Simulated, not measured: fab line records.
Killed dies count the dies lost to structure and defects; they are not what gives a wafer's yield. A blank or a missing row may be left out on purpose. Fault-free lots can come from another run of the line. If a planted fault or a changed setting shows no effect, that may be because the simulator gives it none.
What tool caused it? | flow n5-finfet | 9 lots with 27 wafers sampled at 4 steps, on a route of 1938 steps

WHAT THE GAUGES SHOWED, per wafer
N5_BEOL_M13_THK_MEAS_01.
lot  | measured     | on            | M13_ILD_THK (nm)
L589 | day 11 22:49 | film-metro-01 | 826 834 846
L590 | day 12 05:48 | film-metro-01 | 837 830 841
L595 | day 13 15:47 | film-metro-02 | 826 680 686
L597 | day 14 16:05 | film-metro-02 | 684 817 690
L602 | day 15 14:52 | film-metro-02 | 827 838 848
L606 | day 16 19:58 | film-metro-02 | 837 841 852
L605 | day 17 03:27 | film-metro-01 | 834 842 842
L608 | day 17 04:07 | film-metro-01 | 829 821 839
L607 | day 17 15:14 | film-metro-01 | 818 838 848

EACH LOT AND THE TOOL THAT RAN IT (in order: tool; ch and the chambers of the sampled wafers; start)
lot  | N5_BEOL_M12_ETCH_67                | N5_BEOL_M12_DEGAS_41         | N5_BEOL_M13_ILD_DEP_00
L589 | rie-diel-02 ch 0,2, day 11 15:44   | pvd-sputter-02, day 11 20:37 | pecvd-04 ch 0,1, day 11 22:40
L590 | rie-diel-04 ch 0,2,3, day 12 02:14 | pvd-sputter-02, day 12 04:22 | pecvd-02 ch 1,2, day 12 05:39
L595 | rie-diel-02 ch 0,3, day 13 12:26   | pvd-sputter-01, day 13 14:19 | pecvd-04 ch 0,1,2, day 13 15:38
L597 | rie-diel-05 ch 0,2,3, day 14 13:01 | pvd-sputter-03, day 14 14:11 | pecvd-04 ch 0,1,2, day 14 15:56
L602 | rie-diel-02 ch 0,1,3, day 15 11:47 | pvd-sputter-02, day 15 13:26 | pecvd-01 ch 0,1,2, day 15 14:43
L606 | rie-diel-05 ch 0,1, day 16 13:17   | pvd-sputter-02, day 16 18:32 | pecvd-02 ch 0,1,2, day 16 19:49
L605 | rie-diel-05 ch 1,2,3, day 16 21:49 | pvd-sputter-02, day 17 02:00 | pecvd-04 ch 0,1,2, day 17 03:18
L608 | rie-diel-04 ch 0,2, day 16 22:25   | pvd-sputter-02, day 17 02:40 | pecvd-04 ch 0,1,2, day 17 03:58
L607 | rie-diel-02 ch 0,1,2, day 17 11:19 | pvd-sputter-03, day 17 13:43 | pecvd-01 ch 0, day 17 15:01
- N5_BEOL_M12_ETCH_67: etches SiARC in CF4, target depth 143 nm, time 238.3 s.
- N5_BEOL_M12_DEGAS_41: time 60 s.
- N5_BEOL_M13_ILD_DEP_00: deposits SiOC from DEMS/O2, target thk 837.92 nm, time 166.4 s.

THE ANSWER, worked out from the rows above alone
Rule: the lots themselves supply what counts as usual. Put in order of their means at a reading, lots are off if they are a third of the lots or fewer, leave a main group of 4 or more, and stand apart from it by a gap of 3 or more times the standard deviation of the main group's means; of several such gaps the widest counts. The tables above print the reading to a certain number of digits; a main group whose means all agree to those digits is not used. A lot without any number at a reading at which 4 lots or more have one is off too. The other lots that the step has rows for count as sound.
Off: L595, L597, seen at N5_BEOL_M13_THK_MEAS_01 (M13_ILD_THK). Main group: mean 837 nm, sd 3.9.
If a tool, at a process step before that reading, ran all the lots that are off and no sound lot after the first of them, it fits. Gauges at N5_BEOL_M13_THK_MEAS_01: tried the same way as those tools. No candidate that was tried fits.

WHAT THE SIMULATOR HAD PUT IN
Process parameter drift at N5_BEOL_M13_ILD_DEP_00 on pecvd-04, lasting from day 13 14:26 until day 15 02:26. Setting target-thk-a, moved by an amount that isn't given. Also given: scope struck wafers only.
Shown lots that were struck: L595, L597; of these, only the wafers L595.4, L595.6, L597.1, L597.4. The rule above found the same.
